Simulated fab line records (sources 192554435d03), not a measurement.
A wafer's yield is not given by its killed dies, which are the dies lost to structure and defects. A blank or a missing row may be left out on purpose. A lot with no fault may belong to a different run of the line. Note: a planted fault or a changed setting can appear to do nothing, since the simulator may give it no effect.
A struck lot beside a sound one :: flow n5 finfet :: 18 out of 1938 route steps
Sound: these wafers, L178.1, L178.2, L178.3. Struck: wafer L197.2 (L197.3, L197.6, from the same lot, were not struck and are left out); the cause is given at the end.
For every step that has rows: the tool of each side, followed by ch and its chambers, followed by its first start. Under that, the readings that differ: sound wafers :: struck wafers :: difference of the means :: sigmas: that difference in standard deviations of wafers without a fault.
alike: same words and numbers on both sides, and readings whose means sit less than 2 such deviations apart. not compared: any withheld reading, any reading some wafer has no value for, any bound like >300 that may hide the same value, and any number with overlapping values for which the record gives no deviation.
Wherever a step has rows on one side only, a row that says differs or no value, or a row with sigmas, the two part there. Numbers that have no deviation but don't overlap get no sigmas and don't part them. Lack of a reading on every wafer of one side parts them only where that side has two or more wafers.

first, 1 step without rows for these wafers: N5_BEOL_M4_ANNEAL_82 (time 240 s).
N5_BEOL_M4_SPUTTER_86: material Cu, target thk 4.5 nm, time 8.29 s.
  sound on pvd sputter-01, day 8 05:26; struck on pvd sputter-03, day 13 06:27
  alike: throttle valve pct
then, 2 steps without rows for these wafers: N5_BEOL_M4_ANNEAL_87 (time 240 s); N5_BEOL_M4_SPUTTER_88 (material Cu, target thk 4.5 nm, time 8.29 s).
N5_BEOL_M4_ANNEAL_89: time 240 s.
  sound on pvd sputter-01, day 8 05:44; struck on pvd sputter-03, day 13 06:45
  alike: heater power w
N5_BEOL_M4_SPUTTER_90: material Cu, target thk 4.5 nm, time 8.29 s.
  sound on pvd sputter-01, day 8 05:53; struck on pvd sputter-03, day 13 06:53
  alike: throttle valve pct
N5_BEOL_M4_ANNEAL_91: time 240 s.
  sound on pvd sputter-01, day 8 05:58; struck on pvd sputter-03, day 13 06:58
  alike: heater power w
then, 3 steps without rows for these wafers: N5_BEOL_M4_SPUTTER_92 (material Cu, target thk 4.5 nm, time 8.29 s); N5_BEOL_M4_ANNEAL_93 (time 240 s); N5_BEOL_M4_SPUTTER_94 (material Cu, target thk 4.5 nm, time 8.29 s).
N5_BEOL_M4_ANNEAL_95: time 240 s.
  sound on pvd sputter-01, day 8 06:24; struck on pvd sputter-03, day 13 07:25
  alike: heater power w
then, 1 step without rows for these wafers: N5_BEOL_M4_SPUTTER_96 (material Cu, target thk 4.5 nm, time 8.29 s).
N5_BEOL_M4_ECD_50: material Cu, target thk 300 nm.
  sound on ecd cu-01 ch 0,1, day 8 06:40; struck on ecd cu-02 ch 0, day 13 07:40
reading: model.Cu_of_BEOL_M4_ECD_50.thk nm (nm)
sound: 294.4 298.4 300.2
struck: 206.8
difference: -90.9
sigmas: 
then, 1 step without rows for these wafers: N5_BEOL_M4_ANNEAL_51 (time 90 s).
N5_BEOL_M4_CMP_52: polishes, stops on SiOC, t overpolish 6.8 s, target thk 40 nm.
  sound on cmp-04 ch 1,2,3, day 8 07:02; struck on cmp-01 ch 0, day 13 08:05
reading: time to endpoint s (s)
sound: 62 59 64
struck: 42
difference: -20
sigmas: -6
  alike: motor current A, retaining ring pressure frac, slurry flow ml min
N5_BEOL_M4_THK_MEAS_53: measures by xrf.
  sound on film metro-01, day 8 07:20; struck on film metro-01, day 13 08:20
  alike: M4_THK
N5_BEOL_M4_RC_MEAS_101:
  sound on prober-02 ch 0, day 8 08:07; struck on prober-01 ch 0, day 13 08:48
reading: ION_N (uA/um)
sound: 668 660 678
struck: 634
difference: -35
sigmas: -3

reading: VT_N (mV)
sound: 249 253 247
struck: 258
difference: +8
sigmas: +2
  alike: DIBL_N, DIBL_P, IOFF_N, IOFF_P, ION_P, SS_N, SS_P, VT_P
N5_PASSIVATION_PROBE_49:
  sound wafers here have rows in the record (prober-01, day 12 07:02); struck ones have none

== WHERE THEY PART ==
First at N5_BEOL_M4_CMP_52; last, within this record, at N5_PASSIVATION_PROBE_49.

WHY: what had been put in by the simulator
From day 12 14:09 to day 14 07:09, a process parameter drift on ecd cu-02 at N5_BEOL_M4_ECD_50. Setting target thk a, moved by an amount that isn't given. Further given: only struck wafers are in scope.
